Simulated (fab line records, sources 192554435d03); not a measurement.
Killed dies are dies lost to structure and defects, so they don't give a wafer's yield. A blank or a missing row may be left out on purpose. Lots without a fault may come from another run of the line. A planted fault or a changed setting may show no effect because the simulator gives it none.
A struck lot beside a sound one | flow n5_finfet | 19 steps out of a route of 1938
Sound: wafers L614.1, L614.2, L614.6. Struck: wafers L616.2, L616.3, L616.6. The cause comes at the end.
At each step with rows: each side's tool, then ch and its chambers, then its first start. Under that, the readings that differ: sound wafers | struck wafers | difference of the means | sigmas: that difference in standard deviations of wafers without a fault.
alike: readings whose means differ by less than 2 such deviations, and words and numbers that are the same on both sides. not compared: withheld readings, readings that some wafer has no value for, bounds like >300 that may hide the same value, and numbers for which the record gives no deviation and whose values overlap.
The two part at a step that has a row with sigmas, a row that says differs or no value, or rows on one side only. Numbers that don't overlap but have no deviation are shown without sigmas and don't part them. A reading that every wafer of one side lacks parts them only if that side has two wafers or more.

first, 8 steps without rows for these wafers: N5_ILD0_CMP_03 (polishes, stops on SiNx, t overpolish 1.9 s, target thk 197.38 nm); N5_ILD0_CMP_07 (polishes SiO2 flowable, stops on poly-Si, t overpolish 1.18 s, target thk 138.88 nm); N5_ILD0_PRECLEAN_10 (cleans in NF3:NH3, afs cycles 5, time 20 s, sublimation time 60 s); N5_ILD0_ALD_15 (deposits SiNx, target thk 24 nm, pulse time 1 s, ald cycles 480); N5_ILD0_CMP_12 (polishes SiNx, stops on poly-Si, t overpolish 6 s, target thk 17.67 nm); N5_SDB_HM_DEP_00 (deposits SiNx from SiH4/NH3/N2, target thk 40 nm, time 35.3 s); N5_SDB_COAT_03 (time 60 s, resist thk 100 nm); N5_SDB_COAT_04 (time 60 s, resist thk 18 nm).
N5_SDB_COAT_05: resist thk 90 nm.
  sound on litho_track-03 ch 0, day 8 20:26; struck on litho_track-02 ch 0, day 9 06:41
  reading                                  | sound                | struck               | difference | sigmas
  spin_speed_rpm (rpm)                     | 1500.7 1500.4 1500.0 | 1675.5 1672.4 1673.5 | +173.4     | +99 or more
  model.CAR-ArF_of_SDB_COAT_05.thk_nm (nm) | 89.8 90 89.8         | 85.6 85.6 85.4       | -4.3       |
then, 6 steps without rows for these wafers: N5_SDB_EBR_07; N5_SDB_SOFTBAKE_06 (time 60 s); N5_SDB_EXPOSE_08 (exposes mask SDB); N5_SDB_PEB_09 (peb time 60 s); N5_SDB_DEVELOP_10 (develop time 30 s); N5_SDB_DESCUM_16 (chemistry O2, time 7.9 s).
N5_SDB_ETCH_17: etches SiARC in CF4, target depth 23.4 nm, time 39 s.
  sound on rie_diel-03 ch 2,3, day 8 22:17; struck on rie_diel-04 ch 0,2, day 9 07:03
  reading                                  | sound          | struck       | difference | sigmas
  drypump_motor_current_A (A)              | 5.1 5.4 5.4    | 6.3 6.3 6.3  | +1.0       | +2
  model.CAR-ArF_of_SDB_COAT_05.thk_nm (nm) | 66.8 66.8 66.6 | 62.2 62.2 62 | -4.6       |
  alike: etch_rf_on_time_s, oes_product_au, rf_vpp_V, showerhead_plenum_p_Torr, throttle_valve_pct
  not compared: rf_hours_counter_h
then, 1 step without rows for these wafers: N5_SDB_ETCH_18 (etches SOC in N2/H2, target depth 100 nm, overetch 20 nm, time 150 s).
-- the record jumps here: 5 days lie between the struck wafers' starts before and after (it left off in module SDB and takes up again in module BEOL_M4, whose first step shown is number 1111 of the route) --
N5_BEOL_M4_RC_MEAS_101:
  sound on prober-01 ch 0, day 13 01:22; struck on prober-02 ch 0, day 14 12:44
  alike: DIBL_N, DIBL_P, IOFF_N, IOFF_P, ION_N, ION_P, SS_N, SS_P, VT_N, VT_P
-- the record jumps here: 4 days lie between the struck wafers' starts before and after (it left off in module BEOL_M4 and takes up again in module PASSIVATION, whose first step shown is number 1936 of the route) --
N5_PASSIVATION_PROBE_49:
  the record has rows for the struck wafers here (prober-01, day 19 00:35) and none for the sound ones

WHERE THEY PART
First at N5_SDB_COAT_05; last, within this record, at N5_PASSIVATION_PROBE_49.

WHY: what the simulator had put in
Process parameter drift: litho_track-02, from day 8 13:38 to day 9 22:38, at N5_SDB_COAT_05. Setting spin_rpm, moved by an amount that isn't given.
